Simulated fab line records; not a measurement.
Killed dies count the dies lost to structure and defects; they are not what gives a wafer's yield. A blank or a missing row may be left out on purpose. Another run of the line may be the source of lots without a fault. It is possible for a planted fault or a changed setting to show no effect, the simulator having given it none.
fab line records ; flow nand_harc
[record] lots = 11; wafers = 33; last_day = 23
route steps=1159 shown A_M0@1008 A_M1@1033 END@1159
lots that met no fault: from a run of the same line without faults
start_h: hours from the record's first day to the start of the lot's first wafer shown ; wait_h: hours from the lot's prior step to this one ; " as in the row above ; L1.1+2: a single row standing in for several wafers ; - no value, or no start was given ; * or withheld: withheld ; < > ~ a bound
route shown NAME@n: names a module that has steps shown in the file, with the first one's number in the route ; usual: mean/standard deviation of fault-free wafers ; same: alike in all rows ; chamber/n: place in a boat ; sites: per-site readings ; _std_site: standard deviation of those values ; _edge_site: outer sites' mean less inner sites' ; radius_mm: how far each site lies from the wafer's centre ; mask NAME#n: copy n ; behind: the tool/chamber that last shaped the wafer ; hold: why the lot was held/for how many hours/how that ended ; device: names the non-switching transistor (n, p or np) ; end of line: the route-end tests of the same wafers ; for a step that has no rows: nothing shown but its recipe ; killed: count of dies lost to structure and defects at first sort (not the wafer's yield) ; map: a wafer's dies, marking killed ones x, the rest . and places with no die _
set.NAME: the setting that was run; set.NAME@STEP: the one run at that earlier step ; model.NAME: the simulator's own value behind a step, which no gauge read
one table for each step of the route and one row for each wafer, over a sample of lots
services: from which hour (start_h, from the record's first day; less than 0 if before it) a tool's chamber was out of use, for how many hours, and why
[[steps]]
[step NHARC_A_M0_ETCH_34]
[recipe] target_depth_a = 400; overetch_a = 120; time_s = 43.94; ion_energy_ev = 200; n2_flow_sccm = 150; h2_flow_sccm = 150; ar_flow_sccm = 0; rf_w = 400; bias_w = 150; chemistry = N2/H2
[usual] drypump_motor_current_A = 5.5/0.4; oes_product_au = 0.999/0.018; rf_vpp_V = 430.6/2; showerhead_plenum_p_Torr = 2.04/0.068; throttle_valve_pct = 14.173/0.0098
lot.wafer;tool;chamber;start_h;wait_h;drypump_motor_current_A;oes_product_au;rf_hours_counter_h;rf_vpp_V;showerhead_plenum_p_Torr;throttle_valve_pct
L831.4;rie_diel-04;2;403.01;0.1;5.2;0.987;8;430.7;2.00;14.168
L831.1;rie_diel-04;3;403.01;0.1;5.8;1.003;8;431.5;2.08;14.157
L831.5;rie_diel-04;2;403.01;0.1;5.2;0.989;-;428.7;2.00;14.183
L834.4;rie_diel-04;3;407.71;0.1;5.8;0.997;8;430.4;2.08;14.170
L834.1;rie_diel-04;0;407.71;0.1;5.5;1.005;6;431.6;2.02;14.163
L834.5;rie_diel-04;3;407.71;0.1;5.8;0.986;-;432.0;2.08;14.177
L833.2;rie_diel-04;0;408.60;0.1;5.6;0.997;6;428.0;2.02;14.181
L833.1;rie_diel-04;1;408.60;0.1;6.1;0.972;8;429.9;2.02;14.173
L833.6;rie_diel-04;3;408.60;0.1;5.8;1.001;-;431.0;2.08;14.187
L835.3;rie_diel-10;1;422.90;0.1;5.4;0.972;5;429.6;2.00;14.184
L835.6;rie_diel-10;2;422.90;0.1;4.9;0.997;-;435.0;2.20;14.180
L835.5;rie_diel-10;3;422.90;0.1;5.3;1.008;-;428.1;1.97;14.190
L837.2;rie_diel-12;3;434.33;0.1;5.6;0.971;2;428.1;1.98;14.179
L837.4;rie_diel-12;0;434.33;0.1;5.1;1.018;2;434.6;2.17;14.190
L837.3;rie_diel-12;1;434.33;0.1;6.2;1.018;2;430.7;2.04;14.151
L841.4;rie_diel-04;2;452.01;0.1;5.2;0.995;11;428.9;1.99;14.165
L841.1;rie_diel-04;3;452.01;0.1;5.8;1.000;11;431.4;2.08;14.176
L841.2;rie_diel-04;0;452.01;0.1;5.6;1.022;9;430.7;2.02;14.170
L842.1;rie_diel-12;2;467.94;0.1;5.1;1.008;4;428.4;1.98;14.167
L842.3;rie_diel-12;3;467.94;0.1;5.6;0.975;4;428.5;1.98;14.168
L842.2;rie_diel-12;0;467.94;0.1;5.1;1.027;5;433.6;2.17;14.161
L847.3;rie_diel-04;1;492.77;0.1;6.2;0.972;1;428.4;2.02;14.176
L847.1;rie_diel-04;0;492.77;0.1;5.6;1.002;1;429.4;2.02;14.170
L847.4;rie_diel-04;1;492.77;0.1;6.2;0.983;-;429.9;2.02;14.171
L846.2;rie_diel-04;3;493.95;0.1;5.8;0.973;1;431.1;2.07;14.166
L846.3;rie_diel-04;1;493.95;0.1;6.2;0.979;1;429.7;2.02;14.172
L846.5;rie_diel-04;3;493.95;0.1;5.8;0.972;-;432.8;2.07;14.181
L848.2;rie_diel-04;0;505.82;0.1;5.6;1.003;2;429.7;2.02;14.173
L848.4;rie_diel-04;2;505.82;0.1;5.2;0.986;2;429.9;1.99;14.175
L848.5;rie_diel-04;1;505.82;0.1;6.1;0.978;-;430.1;2.02;14.180
L850.3;rie_diel-12;1;510.30;0.1;6.2;1.017;7;429.1;2.04;14.172
L850.2;rie_diel-12;2;510.30;0.1;5.1;1.020;7;429.0;1.98;14.168
L850.4;rie_diel-12;3;510.30;0.1;5.6;0.987;7;429.8;1.98;14.166
[step NHARC_A_M0_THK_MEAS_24]
[recipe] thk_meas_gauge = xrf
[usual] thk_nm = 113.6/1.7
lot.wafer;tool;chamber;start_h;wait_h;thk_nm
L831.1;film_metro-01;-;405.28;-;112.9
L831.4;film_metro-01;-;405.28;-;115.8
L831.5;film_metro-01;-;405.28;-;112.9
L834.1;film_metro-02;-;410.12;-;112.5
L834.4;film_metro-02;-;410.12;-;111.3
L834.5;film_metro-02;-;410.12;-;113.4
L833.1;film_metro-02;-;410.84;-;113.5
L833.2;film_metro-02;-;410.84;-;113.1
L833.6;film_metro-02;-;410.84;-;112.8
L835.3;film_metro-02;-;425.26;-;114.6
L835.5;film_metro-02;-;425.26;-;113.5
L835.6;film_metro-02;-;425.26;-;114.4
L837.2;film_metro-01;-;436.58;-;116.1
L837.3;film_metro-01;-;436.58;-;115.3
L837.4;film_metro-01;-;436.58;-;111.6
L841.1;film_metro-01;-;454.49;-;112.7
L841.2;film_metro-01;-;454.49;-;111.7
L841.4;film_metro-01;-;454.49;-;112.6
L842.1;film_metro-01;-;470.33;-;112.4
L842.2;film_metro-01;-;470.33;-;117.9
L842.3;film_metro-01;-;470.33;-;113.0
L847.1;film_metro-01;-;495.07;-;112.3
L847.3;film_metro-01;-;495.07;-;113.5
L847.4;film_metro-01;-;495.07;-;115.2
L846.2;film_metro-02;-;496.22;-;116.2
L846.3;film_metro-02;-;496.22;-;116.4
L846.5;film_metro-02;-;496.22;-;115.5
L848.2;film_metro-02;-;508.07;-;112.4
L848.4;film_metro-02;-;508.07;-;113.7
L848.5;film_metro-02;-;508.07;-;116.3
L850.2;film_metro-02;-;512.56;-;114.7
L850.3;film_metro-02;-;512.56;-;118.0
L850.4;film_metro-02;-;512.56;-;115.9
[step NHARC_A_M1_EXPOSE_06]
[recipe] na = 1.35; target_cd_nm = 120; dose_mj = 75.13; mask_id = A_M1
[usual] exposure_dose_mJ_cm2 = 75.09/0.082
lot.wafer;tool;chamber;start_h;wait_h;mask;exposure_dose_mJ_cm2
L831.1;arfi_scanner-02;0;406.69;-;A_M1#0;75.21
L831.4;arfi_scanner-02;0;406.69;-;A_M1#0;75.17
L831.5;arfi_scanner-02;0;406.69;-;A_M1#0;75.32
L834.1;arfi_scanner-01;0;411.82;-;A_M1#0;75.08
L834.4;arfi_scanner-01;0;411.82;-;A_M1#0;75.00
L834.5;arfi_scanner-01;0;411.82;-;A_M1#0;74.97
L833.1;arfi_scanner-03;0;412.26;-;A_M1#0;75.02
L833.2;arfi_scanner-03;0;412.26;-;A_M1#0;75.05
L833.6;arfi_scanner-03;0;412.26;-;A_M1#0;75.01
L835.3;arfi_scanner-03;0;426.88;-;A_M1#0;75.14
L835.5;arfi_scanner-03;0;426.88;-;A_M1#0;75.21
L835.6;arfi_scanner-03;0;426.88;-;A_M1#0;75.28
L837.2;arfi_scanner-02;0;438.02;-;A_M1#0;75.06
L837.3;arfi_scanner-02;0;438.02;-;A_M1#0;75.06
L837.4;arfi_scanner-02;0;438.02;-;A_M1#0;74.99
L841.1;arfi_scanner-01;0;455.84;-;A_M1#0;75.12
L841.2;arfi_scanner-01;0;455.84;-;A_M1#0;75.10
L841.4;arfi_scanner-01;0;455.84;-;A_M1#0;75.10
L842.1;arfi_scanner-03;0;471.74;-;A_M1#0;75.21
L842.2;arfi_scanner-03;0;471.74;-;A_M1#0;75.21
L842.3;arfi_scanner-03;0;471.74;-;A_M1#0;75.25
L847.1;arfi_scanner-03;0;496.36;-;A_M1#0;75.20
L847.3;arfi_scanner-03;0;496.36;-;A_M1#0;75.08
L847.4;arfi_scanner-03;0;496.36;-;A_M1#0;75.03
L846.2;arfi_scanner-03;0;497.51;-;A_M1#0;42.28
L846.3;arfi_scanner-03;0;497.51;-;A_M1#0;42.22
L846.5;arfi_scanner-03;0;497.51;-;A_M1#0;42.21
L848.2;arfi_scanner-01;0;509.36;-;A_M1#0;75.09
L848.4;arfi_scanner-01;0;509.36;-;A_M1#0;75.10
L848.5;arfi_scanner-01;0;509.36;-;A_M1#0;74.99
L850.2;arfi_scanner-03;0;513.98;-;A_M1#0;48.75
L850.3;arfi_scanner-03;0;513.98;-;A_M1#0;48.78
L850.4;arfi_scanner-03;0;513.98;-;A_M1#0;48.85
[step NHARC_A_M1_CD_MEAS_09]
[recipe] target_cd_nm = 120; landing_energy_ev = 500
[usual] cd_nm = 119.9/0.65
[same] landing_energy_ev = 500
lot.wafer;tool;chamber;start_h;wait_h;cd_nm
L831.1;cd_sem-02;0;406.83;-;119.4
L831.4;cd_sem-02;0;406.83;-;120.6
L831.5;cd_sem-02;0;406.83;-;118.8
L834.1;cd_sem-03;0;411.96;-;120.5
L834.4;cd_sem-03;0;411.96;-;120.8
L834.5;cd_sem-03;0;411.96;-;120.4
L833.1;cd_sem-02;0;412.40;-;119.9
L833.2;cd_sem-02;0;412.40;-;119.9
L833.6;cd_sem-02;0;412.40;-;119.7
L835.3;cd_sem-01;0;427.01;-;120.3
L835.5;cd_sem-01;0;427.01;-;121.4
L835.6;cd_sem-01;0;427.01;-;121.4
L837.2;cd_sem-02;0;438.16;-;119.3
L837.3;cd_sem-02;0;438.16;-;120.8
L837.4;cd_sem-02;0;438.16;-;120.5
L841.1;cd_sem-03;0;455.98;-;119.0
L841.2;cd_sem-03;0;455.98;-;118.9
L841.4;cd_sem-03;0;455.98;-;120.2
L842.1;cd_sem-03;0;471.88;-;119.0
L842.2;cd_sem-03;0;471.88;-;119.0
L842.3;cd_sem-03;0;471.88;-;119.6
L847.1;cd_sem-02;0;496.50;-;120.7
L847.3;cd_sem-02;0;496.50;-;119.8
L847.4;cd_sem-02;0;496.50;-;120.9
L846.2;cd_sem-02;0;497.65;-;85.6
L846.3;cd_sem-02;0;497.65;-;85.4
L846.5;cd_sem-02;0;497.65;-;86.2
L848.2;cd_sem-01;0;509.50;-;120.1
L848.4;cd_sem-01;0;509.50;-;120.0
L848.5;cd_sem-01;0;509.50;-;119.9
L850.2;cd_sem-02;0;514.12;-;94.0
L850.3;cd_sem-02;0;514.12;-;93.6
L850.4;cd_sem-02;0;514.12;-;94.4
[step NHARC_A_M1_ETCH_15]
[recipe] target_depth_a = 1825; time_s = 91.2; c4f8_flow_sccm = withheld; ar_flow_sccm = 400; rf_w = 600; bias_w = 300; chemistry = C4F8/Ar
[usual] oes_product_au = 0.940/0.022; rf_vpp_V = 442.2/2
lot.wafer;tool;chamber;start_h;wait_h;oes_product_au;rf_hours_counter_h;rf_vpp_V
L831.1;rie_diel-02;0;-;-;0.973;2;437.8
L831.4;rie_diel-02;1;-;-;0.972;2;441.2
L831.5;rie_diel-02;3;-;-;0.955;-;445.1
L834.1;rie_diel-09;3;-;-;0.945;9;442.8
L834.4;rie_diel-09;2;-;-;0.950;9;442.2
L834.5;rie_diel-09;0;-;-;0.962;-;443.5
L833.2;rie_diel-02;1;-;-;0.921;2;443.2
L833.1;rie_diel-02;2;-;-;0.914;2;441.4
L833.6;rie_diel-02;1;-;-;0.923;-;442.5
L835.3;rie_diel-05;2;-;-;0.966;5;442.0
L835.5;rie_diel-05;0;-;-;0.946;-;445.0
L835.6;rie_diel-05;1;-;-;0.970;-;440.7
L837.4;rie_diel-02;2;-;-;0.917;2;442.1
L837.2;rie_diel-02;0;-;-;0.898;3;436.3
L837.3;rie_diel-02;1;-;-;0.916;3;441.5
L841.2;rie_diel-09;3;-;-;0.942;1;444.4
L841.1;rie_diel-09;0;-;-;0.940;2;442.9
L841.4;rie_diel-09;2;-;-;0.965;1;442.5
L842.3;rie_diel-02;3;-;-;0.932;2;444.6
L842.2;rie_diel-02;1;-;-;0.918;3;442.8
L842.1;rie_diel-02;2;-;-;0.912;3;441.6
L847.1;rie_diel-09;0;-;-;0.956;3;444.4
L847.4;rie_diel-09;1;-;-;0.947;3;440.6
L847.3;rie_diel-09;2;-;-;0.942;4;442.7
L846.3;rie_diel-05;1;-;-;0.927;12;442.1
L846.2;rie_diel-05;2;-;-;0.918;10;444.1
L846.5;rie_diel-05;1;-;-;0.930;-;440.0
L848.2;rie_diel-09;3;-;-;0.921;4;444.2
L848.4;rie_diel-09;1;-;-;0.943;4;441.0
L848.5;rie_diel-09;0;-;-;0.945;-;443.4
L850.2;rie_diel-09;0;-;-;0.935;5;444.1
L850.4;rie_diel-09;2;-;-;0.947;5;441.2
L850.3;rie_diel-09;3;-;-;0.945;4;444.4
[step NHARC_A_M1_CD_MEAS_16]
[usual] cd_nm = 120.3/1
lot.wafer;tool;chamber;start_h;wait_h;cd_nm
L831.1;cd_sem-01;-;407.32;-;119.9
L831.4;cd_sem-01;-;407.32;-;120.5
L831.5;cd_sem-01;-;407.32;-;118.9
L834.1;cd_sem-01;-;412.45;-;121.8
L834.4;cd_sem-01;-;412.45;-;121.9
L834.5;cd_sem-01;-;412.45;-;121.5
L833.1;cd_sem-01;-;412.89;-;120.0
L833.2;cd_sem-01;-;412.89;-;119.1
L833.6;cd_sem-01;-;412.89;-;119.8
L835.3;cd_sem-01;-;427.51;-;120.1
L835.5;cd_sem-01;-;427.51;-;120.7
L835.6;cd_sem-01;-;427.51;-;121.7
L837.2;cd_sem-03;-;438.66;-;117.9
L837.3;cd_sem-03;-;438.66;-;121.4
L837.4;cd_sem-03;-;438.66;-;120.7
L841.1;cd_sem-01;-;456.47;-;119.4
L841.2;cd_sem-01;-;456.47;-;120.0
L841.4;cd_sem-01;-;456.47;-;120.8
L842.1;cd_sem-01;-;472.41;-;119.7
L842.2;cd_sem-01;-;472.41;-;118.0
L842.3;cd_sem-01;-;472.41;-;120.0
L847.1;cd_sem-02;-;496.99;-;121.9
L847.3;cd_sem-02;-;496.99;-;119.7
L847.4;cd_sem-02;-;496.99;-;121.5
L846.2;cd_sem-03;-;498.15;-;86.7
L846.3;cd_sem-03;-;498.15;-;85.1
L846.5;cd_sem-03;-;498.15;-;87.2
L848.2;cd_sem-01;-;510.12;-;120.7
L848.4;cd_sem-01;-;510.12;-;121.2
L848.5;cd_sem-01;-;510.12;-;119.8
L850.2;cd_sem-03;-;514.61;-;94.4
L850.3;cd_sem-03;-;514.61;-;94.0
L850.4;cd_sem-03;-;514.61;-;95.6
[step NHARC_END_SORT_01]
[recipe] temp_c = 25
[usual] defect_limited_yield = 95.4/1.5; killed_at_array = 27/9.9; killed_at_other = 0.5/0.76; killed_at_periphery = 3.4/2.2; killed_dies = 31/10; killed_open = 3.3/2; killed_short = 2.0/1.5; sort_bin_2_pct = 1.5/0.64; sort_bin_3_pct = 0.21/0.2; sort_bin_4_pct = 2.9/0.97; sort_n_pass = 646/10; sort_rim_yield_pct = 96.9/2; sort_yield_pct = 95.4/1.5
[same] gross_dies = 677; sort_bin_5_pct[%] = 0; sort_bin_6_pct[%] = 0; sort_bin_7_pct[%] = 0; sort_bin_8_pct[%] = 0; sort_rim_n_gross = 106.00
lot.wafer;tool;chamber;start_h;wait_h;defect_limited_yield[%];killed_at_array;killed_at_other;killed_at_periphery;killed_dies;killed_open;killed_short;sort_bin_2_pct[%];sort_bin_3_pct[%];sort_bin_4_pct[%];sort_n_pass;sort_rim_yield_pct[%];sort_yield_pct[%]
L846.2;prober-02;0;532.09;2.8;0;671;3;3;677;4;3;94.7;0;5.3;0;0;0
L846.3;prober-02;0;532.88;3.1;0;673;1;3;677;5;6;95.9;0.15;4.0;0;0;0
L846.5;prober-02;0;534.48;3.7;0.1;673;1;2;676;9;3;95.6;0.15;4.1;1;0;0.1
L848.2;prober-01;0;542.27;2.8;94.8;33;0;2;35;3;2;1.5;0.59;3.1;642;95.3;94.8
L848.4;prober-01;0;543.87;3.4;96.3;25;0;0;25;1;1;0.6;0.15;3.0;652;95.3;96.3
L848.5;prober-01;0;544.67;3.7;94.7;35;0;1;36;3;0;1.6;0.15;3.5;641;99.1;94.7
// killed by level:class
L846.2 A_M1:area_expose=628 A_SLIT:chamber_film_flake=21 A_CHANNEL_HOLE_D1:chamber_film_flake=7 A_CONTACT:chamber_film_flake=4 A_SGD_CUT:chamber_film_flake=3 THIN_TSV:chamber_film_flake=3 A_ONON_D1:geometric_particle:open=2 A_STAIRCASE:chamber_film_flake=2
L846.3 A_M1:area_expose=633 A_SLIT:chamber_film_flake=19 A_STAIRCASE:chamber_film_flake=4 A_CONTACT:chamber_film_flake=4 A_CHANNEL_HOLE_D1:chamber_film_flake=3 A_CHANNEL_FILL_D1:geometric_particle:open=2 A_CONTACT:geometric_particle:open=2 A_SGD_CUT:chamber_film_flake=2
L846.5 A_M1:area_expose=629 A_SLIT:chamber_film_flake=16 A_CHANNEL_HOLE_D1:chamber_film_flake=8 A_STAIRCASE:chamber_film_flake=5 A_CONTACT:geometric_particle:open=3 A_CONTACT:chamber_film_flake=3 A_CHANNEL_HOLE_D1:geometric_particle:open=2 P_CONTACT:geometric_particle:open=1
L848.2 A_CHANNEL_HOLE_D1:chamber_film_flake=24 A_STAIRCASE:chamber_film_flake=3 P_GATE:geometric_particle:open=1 A_CHANNEL_FILL_D1:geometric_particle:short=1 A_WL_FILL:geometric_particle:short=1 A_WL_FILL:geometric_particle:open=1 A_CONTACT:geometric_particle:open=1 P_GATE:chamber_film_flake=1
L848.4 A_CHANNEL_HOLE_D1:chamber_film_flake=19 A_STAIRCASE:chamber_film_flake=2 A_CHANNEL_FILL_D1:geometric_particle:open=1 A_WL_FILL:geometric_particle:short=1 A_SGD_CUT:chamber_film_flake=1 A_SLIT:chamber_film_flake=1
L848.5 A_CHANNEL_HOLE_D1:chamber_film_flake=23 A_CONTACT:chamber_film_flake=4 A_STAIRCASE:chamber_film_flake=3 A_CHANNEL_HOLE_D1:geometric_particle:open=1 A_SGD_CUT:geometric_particle:open=1 A_CONTACT:geometric_particle:open=1 P_ZERO_WELL:chamber_film_flake=1 A_ZERO_WELL:chamber_film_flake=1
[[services]]
tool;chamber;start_h;hours;kind
rie_diel-12;-;379.40;9.0;pm
rie_diel-02;3;379.57;9.0;repair
rie_diel-09;1;390.44;19.3;repair
arfi_scanner-01;-;392.24;1.9;repair
rie_diel-10;3;394.59;5.5;repair
rie_diel-04;0;395.93;-;clean
rie_diel-04;1;395.93;-;clean
rie_diel-04;2;395.93;-;clean
rie_diel-04;3;395.93;-;clean
rie_diel-05;2;408.44;7.4;repair
rie_diel-04;0;420.43;-;clean
rie_diel-04;1;420.43;-;clean
rie_diel-04;2;420.43;-;clean
arfi_scanner-02;-;428.00;4.0;pm
rie_diel-09;-;431.17;9.0;pm
rie_diel-09;3;449.04;6.7;repair
rie_diel-04;2;463.18;8.2;repair
arfi_scanner-03;-;465.70;1.2;repair
rie_diel-04;-;465.90;9.0;pm
arfi_scanner-01;-;475.90;4.1;repair
arfi_scanner-03;-;484.00;4.0;pm
rie_diel-12;2;485.23;5.3;repair
rie_diel-04;2;489.09;6.6;repair
rie_diel-02;-;504.70;9.0;pm
[[key]]
[first_sign] step = NHARC_A_M1_EXPOSE_06; reading = exposure_dose_mJ_cm2; direction = down; sigmas = 99+; usual = 75.09; struck = 45.52
[effect] step = NHARC_A_M1_CD_MEAS_09; reading = cd_nm; direction = down; sigmas = 46; usual = 119.9; struck = 89.9; through = control_loop
[effect] step = NHARC_A_M1_CD_MEAS_16; reading = cd_nm; direction = down; sigmas = 29; usual = 120.3; struck = 90.5; through = control_loop
[effect] step = NHARC_END_SORT_01; reading = sort_bin_2_pct; direction = up; sigmas = 99+; usual = 1.5; struck = 95.4
[more_kills_born_at] NHARC_A_M1_EXPOSE_06@arfi_scanner-03 = 1890
met_at NHARC_A_M1_EXPOSE_06
struck_lots L846,L850
later_rows_left_out L846.2,L846.3,L846.5,L850.2,L850.3,L850.4
sort_left_out L850.2,L850.3,L850.4
[loop_trim] step = NHARC_A_M1_EXPOSE_06; setting = dose; lots = L850
not_acting_at NHARC_A_M0_ETCH_34,NHARC_A_M0_THK_MEAS_24,NHARC_A_M1_ETCH_15
onset_between 496.36 497.51
[fault] kind = process_parameter_drift; tool = arfi_scanner-03; chamber = -; onset_h = 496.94; steps = NHARC_A_M1_EXPOSE_06; channel = dose_mj; offset = -32.868; shape = step; acts_in = these_recipes_only; stated = 75.13
// sort_left_out: the simulated sort isn't trusted on such a fault, so these wafers' sort isn't shown, and their yield isn't known
// later_rows_left_out: the simulator's readings of these wafers behind a module that went badly wrong aren't trusted and aren't shown, but for the sort
// loop_trim: a control loop set the setting to another value than it would have without faults
